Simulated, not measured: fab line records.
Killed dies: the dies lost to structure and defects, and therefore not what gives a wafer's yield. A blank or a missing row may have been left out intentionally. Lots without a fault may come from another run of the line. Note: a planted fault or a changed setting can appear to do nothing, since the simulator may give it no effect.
fab line records ; flow nand-harc ; part 2 of 2: steps 40 to 40 of 40
record: lots: 6; wafers: 18; last-day: 33
route steps=1302 shown A_CHANNEL_FILL_D2@612 A_STAIRCASE@639 END@1301
lots that met no fault: from a run of the same line without faults
start-h: hours from the record's opening day to when the first of the lot's shown wafers began ; wait-h: hours since the lot's step before ; " identical to the entry in the row above ; L1.1+2: several wafers, shown together as one row ; - either no value or no given start ; * or withheld: withheld ; < > ~ a bound
route shown NAME@n: NAME is a module with steps in the file, n the number in the route of the first one ; usual: mean/standard deviation of fault-free wafers ; same: alike in all rows ; chamber/n: place in a boat ; sites: readings site by site ; _std_site: their standard deviation ; _edge_site: mean of outer sites minus mean of inner sites ; radius-mm: how far each site lies from the wafer's centre ; mask NAME#n: copy n ; behind: tool/chamber where the wafer was last shaped ; hold: the reason the lot was held/the length of the hold in hours/how it ended ; device: names the non-switching transistor (n, p or np) ; end of line: tests run on the same wafers once the route is complete ; a step without rows: its recipe alone ; killed: count of dies lost to structure and defects at first sort (not the wafer's yield) ; map: shows each die of a wafer: x if killed, . if not, _ if none is there
set.NAME: the setting as run; set.NAME@STEP: as run at that earlier step ; model.NAME: the simulator's own value behind a step, which no gauge read
lots seen at some steps along the route; tables by step, rows by wafer
services: the hour from which a tool's chamber was out of use, counted from the record's first day as start-h (under 0 if before that day), plus the number of hours and why
== steps ==
step: NHARC_END_SORT_01
recipe: temp-c: 25
usual: killed-at-array: 54/18; killed-at-other: 0.7/0.87; killed-at-periphery: 3.7/2.5; killed-dies: 59/19; killed-open: 3.3/2; killed-short: 2.6/1.6
same: gross-dies: 677
lot.wafer;tool;chamber;start-h;wait-h;hold;killed-at-array;killed-at-other;killed-at-periphery;killed-dies;killed-open;killed-short
L984.1;prober-02;0;629.66;2.5;-;40;2;2;44;1;3
L984.3;prober-02;0;631.27;3.1;-;56;0;2;58;8;4
L984.4;prober-02;0;632.07;3.4;-;37;0;3;40;3;4
L988.2;prober-02;0;646.02;2.8;-;50;0;2;52;2;2
L988.3;prober-02;0;646.82;3.1;-;49;1;2;52;4;0
L988.4;prober-02;0;647.61;3.4;-;40;1;1;42;1;2
L100.1;prober-01;0;736.22;5.2;await-dispo/2.6h/release;26;0;2;28;2;1
L100.3;prober-01;0;737.81;5.7;await-dispo/2.6h/release;22;0;0;22;0;0
L100.4;prober-01;0;738.61;6.0;await-dispo/2.6h/release;19;0;4;23;2;1
L101.2;prober-02;0;743.93;4.6;await-dispo/1.9h/release;80;0;5;85;6;6
L101.3;prober-02;0;744.73;5.0;await-dispo/1.9h/release;83;1;3;87;6;3
L101.4;prober-02;0;745.54;5.3;await-dispo/1.9h/release;72;0;1;73;2;2
L103.2;prober-02;0;774.44;2.8;-;47;0;3;50;2;6
L103.5;prober-02;0;776.83;3.7;-;57;2;5;64;8;2
L103.6;prober-02;0;777.63;4.0;-;36;1;4;41;2;3
L105.1;prober-01;0;779.22;2.5;-;37;0;3;40;4;2
L105.2;prober-01;0;780.01;2.8;-;33;0;4;37;1;3
L105.6;prober-01;0;783.19;4.0;-;36;1;4;41;5;7
killed by level:class
L984.1 A_CHANNEL_HOLE_D1:chamber-film-flake=25 A_STAIRCASE:chamber-film-flake=5 A_CHANNEL_HOLE_D2:chamber-film-flake=3 THIN_TSV:chamber-film-flake=2 P_M0:geometric-particle:open=1 A_SOURCE_PLATE:geometric-particle:short=1 A_DECK1_JOINT:geometric-particle:short=1 A_CHANNEL_FILL_D2:geometric-particle:short=1
L984.3 A_CHANNEL_HOLE_D1:chamber-film-flake=31 A_STAIRCASE:chamber-film-flake=5 A_CHANNEL_HOLE_D2:chamber-film-flake=5 A_WL_FILL:chamber-film-flake=4 A_CHANNEL_HOLE_D1:geometric-particle:open=3 P_GATE:geometric-particle:open=1 P_CONTACT:geometric-particle:open=1 A_ONON_D1:geometric-particle:short=1
L984.4 A_CHANNEL_HOLE_D1:chamber-film-flake=24 A_CHANNEL_HOLE_D2:chamber-film-flake=4 A_WL_FILL:chamber-film-flake=2 P_M1:geometric-particle:open=1 A_ONON_D1:geometric-particle:open=1 A_ONON_D2:geometric-particle:short=1 A_CHANNEL_FILL_D2:geometric-particle:short=1 A_SGD_CUT:geometric-particle:short=1
L988.2 A_CHANNEL_HOLE_D2:chamber-film-flake=27 A_STAIRCASE:chamber-film-flake=8 A_CONTACT:chamber-film-flake=4 A_CHANNEL_HOLE_D1:chamber-film-flake=3 A_DECK1_JOINT:chamber-film-flake=2 A_WL_FILL:chamber-film-flake=2 P_M2:geometric-particle:open=1 A_ONON_D2:geometric-particle:short=1
L988.3 A_CHANNEL_HOLE_D2:chamber-film-flake=26 A_CHANNEL_HOLE_D1:chamber-film-flake=4 A_STAIRCASE:chamber-film-flake=4 A_WL_FILL:chamber-film-flake=4 A_SLIT:chamber-film-flake=3 A_CONTACT:chamber-film-flake=2 P_M1:geometric-particle:open=1 A_ONON_D2:geometric-particle:open=1
L988.4 A_CHANNEL_HOLE_D2:chamber-film-flake=22 A_STAIRCASE:chamber-film-flake=5 A_CHANNEL_FILL_D1:chamber-film-flake=3 A_DECK1_JOINT:chamber-film-flake=3 A_CHANNEL_HOLE_D1:chamber-film-flake=2 A_CONTACT:chamber-film-flake=2 P_M0:geometric-particle:open=1 A_WL_FILL:geometric-particle:short=1
L100.1 A_CHANNEL_HOLE_D1:chamber-film-flake=12 A_SLIT:chamber-film-flake=4 A_ZERO_WELL:chamber-film-flake=2 A_DECK1_JOINT:chamber-film-flake=2 P_M0:geometric-particle:open=1 A_ONON_D1:geometric-particle:short=1 A_SGD_CUT:geometric-particle:open=1 P_ZERO_WELL:chamber-film-flake=1
L100.3 A_CHANNEL_HOLE_D1:chamber-film-flake=12 A_SLIT:chamber-film-flake=5 A_DECK1_JOINT:chamber-film-flake=2 A_ZERO_WELL:chamber-film-flake=1 A_CHANNEL_FILL_D2:chamber-film-flake=1 A_CONTACT:chamber-film-flake=1
L100.4 A_CHANNEL_HOLE_D1:chamber-film-flake=10 A_SLIT:chamber-film-flake=5 P_GATE:chamber-film-flake=2 P_M0:geometric-particle:open=1 A_ONON_D2:geometric-particle:short=1 A_STAIRCASE:geometric-particle:open=1 P_STI:chamber-film-flake=1 A_STAIRCASE:chamber-film-flake=1
L101.2 A_SLIT:chamber-film-flake=37 A_CHANNEL_HOLE_D2:chamber-film-flake=17 A_CONTACT:chamber-film-flake=7 A_CHANNEL_HOLE_D1:chamber-film-flake=4 A_WL_FILL:chamber-film-flake=3 A_ONON_D2:geometric-particle:short=2 A_ONON_D2:geometric-particle:open=2 A_CHANNEL_HOLE_D2:geometric-particle:open=2
L101.3 A_SLIT:chamber-film-flake=38 A_CHANNEL_HOLE_D2:chamber-film-flake=17 A_CHANNEL_HOLE_D1:chamber-film-flake=10 A_CONTACT:chamber-film-flake=6 A_CONTACT:geometric-particle:open=3 P_GATE:chamber-film-flake=2 A_WL_FILL:chamber-film-flake=2 P_M1:geometric-particle:open=1
L101.4 A_SLIT:chamber-film-flake=33 A_CHANNEL_HOLE_D2:chamber-film-flake=24 A_CHANNEL_HOLE_D1:chamber-film-flake=5 A_CONTACT:chamber-film-flake=4 A_CHANNEL_FILL_D1:geometric-particle:short=1 A_DECK1_JOINT:geometric-particle:open=1 A_CHANNEL_FILL_D2:geometric-particle:short=1 A_WL_FILL:geometric-particle:open=1
L103.2 A_CHANNEL_HOLE_D2:chamber-film-flake=28 A_SLIT:chamber-film-flake=6 A_SGD_CUT:geometric-particle:short=2 A_CONTACT:chamber-film-flake=2 P_STI:geometric-particle:short=1 P_M0:geometric-particle:open=1 A_ONON_D1:geometric-particle:short=1 A_DECK1_JOINT:geometric-particle:short=1
L103.5 A_CHANNEL_HOLE_D2:chamber-film-flake=27 A_CONTACT:chamber-film-flake=10 A_SLIT:chamber-film-flake=6 A_CHANNEL_FILL_D1:geometric-particle:open=4 A_CHANNEL_HOLE_D1:unspecified=3 P_M0:geometric-particle:open=2 A_CHANNEL_HOLE_D2:geometric-particle:open=2 A_STAIRCASE:chamber-film-flake=2
L103.6 A_CHANNEL_HOLE_D2:chamber-film-flake=22 A_SLIT:chamber-film-flake=7 P_M0:geometric-particle:open=1 THIN_TSV:chamber-film-flake=1 A_SOURCE_PLATE:geometric-particle:open=1 A_SOURCE_PLATE:geometric-particle:short=1 A_ONON_D1:geometric-particle:short=1 A_DECK1_JOINT:geometric-particle:short=1
L105.1 A_CONTACT:chamber-film-flake=18 A_SLIT:chamber-film-flake=7 A_STAIRCASE:chamber-film-flake=5 P_CONTACT:geometric-particle:open=2 A_CHANNEL_HOLE_D1:chamber-film-flake=2 A_CHANNEL_FILL_D1:chamber-film-flake=2 P_M1:geometric-particle:open=1 A_SOURCE_PLATE:geometric-particle:short=1
L105.2 A_CONTACT:chamber-film-flake=14 A_STAIRCASE:chamber-film-flake=7 A_SLIT:chamber-film-flake=5 A_CHANNEL_FILL_D1:chamber-film-flake=4 P_CONTACT:geometric-particle:open=1 P_M2:geometric-particle:short=1 A_DECK1_JOINT:geometric-particle:short=1 A_CHANNEL_FILL_D2:geometric-particle:short=1
L105.6 A_CONTACT:chamber-film-flake=14 A_SLIT:chamber-film-flake=9 A_CHANNEL_FILL_D2:geometric-particle:short=3 A_CHANNEL_FILL_D1:chamber-film-flake=3 A_STAIRCASE:chamber-film-flake=2 P_GATE:geometric-particle:open=1 P_CONTACT:geometric-particle:open=1 P_M0:geometric-particle:short=1
map L100.1 (x killed, . not)
____________.____________
_________......._________
_______..........._______
______.............______
_____..............._____
____.................____
____.................____
___................x..___
___.x......xx.........___
__.....................__
__.x...................__
_......................._
_.x....................._
_.x....................._
_x.x...................._
_xxx...................._
.........................
..x.x....................
x...x.x..................
...xx....................
x.x......................
_...x.............x....._
_......................._
_xx..........xx........._
_......................._
_......................._
__.....................__
__.....................__
___...................___
___...................___
____.............x...____
____.................____
_____..............._____
______.............______
_______..........._______
_________......._________
____________.____________
map L101.3 (x killed, . not)
____________.____________
_________......._________
_______..........._______
______.............______
_____...........x..._____
____.................____
____..........x.x....____
___....xx..x..........___
___.....xxxxxx........___
__.....xxxx.....x...x..__
__......xxxxxx.........__
_..x....xxx.x.x........._
_.......x.xxxx.........._
_xxx....x.xxxx.........._
_x.xx..x.xx............._
_xxxxx..x..x..xx.......x_
x.xxx....................
.xxxx....................
xxxxx.....x.x............
x..x........xx...........
.xx............x.........
_..............x......x._
_......................._
_........x.x............_
_......................._
_.................x....._
__.....................__
__.....................__
___...................___
___...................___
____.................____
____............x....____
_____..............._____
______.............______
_______..........._______
_________......._________
____________.____________
== services ==
tool;chamber;start-h;hours;kind
rie-diel-05;0;296.74;6.2;repair
rie-si-05;-;305.00;9.0;pm
rie-diel-09;-;320.82;9.0;pm
rie-diel-13;-;342.00;9.0;pm
rie-diel-09;1;343.38;2.4;repair
rie-diel-03;2;348.50;3.1;repair
rie-si-05;-;348.82;0.8;repair
rie-diel-09;3;352.38;8.4;repair
rie-si-03;0;367.20;7.2;repair
rie-diel-13;3;372.48;2.4;repair
ald-hk-03;-;390.31;10.0;pm
rie-si-05;2;396.99;16.3;repair
rie-si-03;-;398.00;9.0;pm
rie-diel-05;-;406.76;9.0;pm
rie-si-06;-;426.00;9.0;pm
rie-diel-13;1;441.47;7.9;repair
rie-diel-03;-;448.30;29.4;repair
rie-diel-13;3;452.23;4.0;repair
rie-diel-03;-;477.72;9.0;pm
rie-diel-13;0;477.87;34.1;repair
rie-si-05;-;482.00;9.0;pm
rie-diel-09;-;497.82;9.0;pm
rie-diel-13;-;519.00;9.0;pm
lpcvd-poly-01;-;566.00;26.0;pm
== key ==
first-sign: step: NHARC_A_CHANNEL_FILL_D2_CVD_05; reading: tube-center-temp-C; direction: up; sigmas: 99+; usual: *; struck: *
effect: step: NHARC_A_CHANNEL_FILL_D2_CVD_05; reading: spike-tc-lower-C; direction: up; sigmas: 17; usual: 550.1; struck: 566.3
effect: step: NHARC_END_WLT_00; reading: VT_DECK2_TOP; direction: up; sigmas: 16; usual: 0.893; struck: 1.003
effect: step: NHARC_END_SORT_01; reading: hold; direction: added
met-at NHARC_A_CHANNEL_FILL_D2_CVD_05
struck-wafers L100.1,L100.3,L100.4,L101.2,L101.3,L101.4
tester-left-out L100,L101
onset-between 385.98 501.40
fault: kind: process-parameter-drift; tool: lpcvd-poly-01; chamber: -; onset-h: 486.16; steps: NHARC_A_CHANNEL_FILL_D2_CVD_05; channel: temp-c; offset: *; shape: step; end-h: 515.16; acts-in: *; stated: *
tester-left-out: of these lots the tester's yield and bins aren't shown, on N5 and GAA mostly nor the transistor test; their killed dies are dies lost to structure and defects alone, not to doping, threshold or leakage, so they don't give the yield
